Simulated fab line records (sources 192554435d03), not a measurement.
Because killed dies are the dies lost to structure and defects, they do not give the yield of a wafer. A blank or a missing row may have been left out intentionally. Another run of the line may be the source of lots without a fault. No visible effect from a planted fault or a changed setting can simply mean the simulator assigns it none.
Split-lot study    flow n5 finfet    on a route of 1938 steps: 7 lots, 21 wafers read

## ON THE SPLIT
At N5_SDB_COAT_05 (resist thk 90 nm), the setting spin rpm was moved away from the recipe's 1500 rpm on 11 of the 21 wafers read, by -9.1% to +5.6%. This setting was run at the recipe's value on the other wafers.

## FROM THE SPLIT TO THE READING: what the file shows between them, 5 steps
- N5_SDB_EBR_07
- N5_SDB_SOFTBAKE_06: time 60 s
- N5_SDB_EXPOSE_08: exposes mask SDB
- N5_SDB_PEB_09: peb time 60 s
- N5_SDB_DEVELOP_10: develop time 30 s

## THE READING
CAR-ArF_of_SDB_COAT_05.thk nm (the simulator's own value, which no gauge read), in nm, at N5_SDB_DESCUM_16 (chemistry O2, time 7.9 s). The file gives no usual value for it. Average 83.4 nm, standard deviation 0.25 nm, over the 10 wafers here run with the recipe.

wafer   tool, chamber at the split  spin rpm as run, rpm  against the recipe  CAR-ArF_of_SDB_COAT_05.thk nm, nm  against lot-mates on the recipe
L076.4  litho track-05, 0           1500                  recipe              83.4                               -
L076.5  litho track-05, 0           1500                  recipe              83.6                               -
L076.6  litho track-05, 0           1500                  recipe              83.6                               -
L077.1  litho track-01, 0           1584                  +5.6%               80.6                               -2.6
L077.2  litho track-01, 0           1500                  recipe              83.2                               -
L077.6  litho track-01, 0           1584                  +5.6%               81                                 -2.2
L084.1  litho track-02, 0           1378                  -8.1%               87                                 +3.6
L084.2  litho track-02, 0           1500                  recipe              83.6                               -
L084.3  litho track-02, 0           1500                  recipe              83.2                               -
L085.3  litho track-05, 0           1568                  +4.5%               81.2                               -2.0
L085.5  litho track-05, 0           1500                  recipe              83.2                               -
L085.6  litho track-05, 0           1568                  +4.5%               81.4                               -1.8
L090.1  litho track-01, 0           1376                  -8.3%               87.2                               +4.4
L090.2  litho track-01, 0           1376                  -8.3%               87                                 +4.2
L090.4  litho track-01, 0           1500                  recipe              82.8                               -
L093.3  litho track-01, 0           1577                  +5.1%               80.8                               -2.7
L093.5  litho track-01, 0           1500                  recipe              83.6                               -
L093.6  litho track-01, 0           1500                  recipe              83.4                               -
L097.1  litho track-02, 0           1364                  -9.1%               87.4                               no lot-mate on the recipe
L097.2  litho track-02, 0           1364                  -9.1%               87.8                               no lot-mate on the recipe
L097.5  litho track-02, 0           1364                  -9.1%               87.8                               no lot-mate on the recipe

FIT RESULTS
A straight line over all 21 wafers: CAR-ArF_of_SDB_COAT_05.thk nm changes by -0.464 nm for each +1% of spin rpm; r = -1.00; the points scatter about the line by 0.22 nm.
The same after taking each lot's own level away (the mean of its wafers on the recipe; 18 wafers): -0.476 nm for each +1%; r = -0.99; scatter 0.23 nm.
Per that fit: largest spin rpm move, reading shift of 4.3 nm.
From 82.80 to 83.53 nm: that is the span of the lots' own levels, equal to 2.9 times the standard deviation above.
The two slopes are in agreement: the lot-to-lot level therefore moves the slope only a little.
Check: +3.86 nm against its lot-mates is what the line predicts for one of the wafers moved furthest among these (-8.3%) when that wafer is left out of the fit. It came out at +4.4 nm against them.

## FURTHER SPLITS ON THESE WAFERS
Before the reading, these wafers also passed through other splits. Each is held against what the fit with the lots' levels taken away leaves over:
other split on the same wafers      wafers away from the commonest value  r with CAR-ArF_of_SDB_COAT_05.thk nm (lot level and that fit taken away)
N5_SD_EPI_N_PEB_07 peb time s       6                                     -0.40
N5_SD_EPI_N_ETCH_35 source w        8                                     -0.53
N5_SD_EPI_N_ETCH_16 target depth a  7                                     -0.33

## THE WHOLE CHAIN: every reading that the file lists as answering this split, in the file's order
step               what it does              reading                                                                         change (the file's fit)                r (the file's)
N5_SDB_COAT_05     resist thk 90 nm          CAR-ArF_of_SDB_COAT_05.thk nm (the simulator's own value, which no gauge read)  -0.484 nm for each +1% of the setting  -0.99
N5_SDB_DEVELOP_10  develop time 30 s         CAR-ArF_of_SDB_COAT_05.thk nm (the simulator's own value, which no gauge read)  -0.488 nm for each +1% of the setting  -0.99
N5_SDB_DESCUM_16   chemistry O2, time 7.9 s  CAR-ArF_of_SDB_COAT_05.thk nm (the simulator's own value, which no gauge read)  -0.474 nm for each +1% of the setting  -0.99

## FILE'S OWN FIT
CAR-ArF_of_SDB_COAT_05.thk nm changes by -0.474 nm for each +1% of spin rpm, r = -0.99.
